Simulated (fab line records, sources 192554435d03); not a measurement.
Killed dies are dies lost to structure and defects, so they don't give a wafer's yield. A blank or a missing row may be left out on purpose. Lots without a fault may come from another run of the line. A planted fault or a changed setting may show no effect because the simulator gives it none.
Chamber matching | flow n5_finfet | N5_BEOL_M8_CMP_52 on cmp-03: 4 sister chambers
The step polishes, stops on SiCOH lowk, t overpolish 6.9 s, target thk 80 nm. 4 wafers are shown with their chamber, then 11 later ones without.

WAFERS WITH THEIR CHAMBER
wafer  | chamber | motor_current_A (A)
L084.4 | 1       | 6.1
L082.4 | 2       | 7.1
L093.3 | 3       | 4.9
L094.1 | 0       | 7.2

WAFERS WITHOUT THEIR CHAMBER
wafer  | motor_current_A (A)
L094.2 | 5.9
L094.5 | 6.0
L092.1 | 7.0
L092.3 | 6.5
L092.6 | 4.8
L095.3 | 6.8
L095.5 | 5.2
L095.6 | 7.3
L097.2 | 6.7
L097.3 | 5.0
L097.4 | 6.5

WHICH CHAMBER EACH WENT THROUGH
wafer  | from the rows above          | in truth
L094.2 | 1                            | 1
L094.5 | 1                            | 1
L092.1 | can't be placed: 2 or 0      | 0
L092.3 | can't be placed: 1 or 2 or 0 | 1
L092.6 | 3                            | 3
L095.3 | can't be placed: 2 or 0 or 1 | 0
L095.5 | 3                            | 3
L095.6 | can't be placed: 0 or 2      | 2
L097.2 | can't be placed: 2 or 0 or 1 | 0
L097.3 | 3                            | 3
L097.4 | can't be placed: 1 or 2 or 0 | 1
Placed correctly: 5 of 11. Can't be placed from these rows: 6 (the true chamber is among the candidates in 6). Placed wrongly: 0.
How it was worked out, from the rows above alone: a wafer's distance from a chamber is the root of the sum, over the readings, of the square of ((its reading less the chamber's mean) divided by the reading's scatter). The wafer belongs to the nearest chamber; if the next one is less than 2 further off, it can't be placed. A chamber's mean is the mean of its shown wafers. The scatter: with one shown wafer a chamber, the root of the mean of the squares of how far each hidden wafer lies from its nearest shown one.
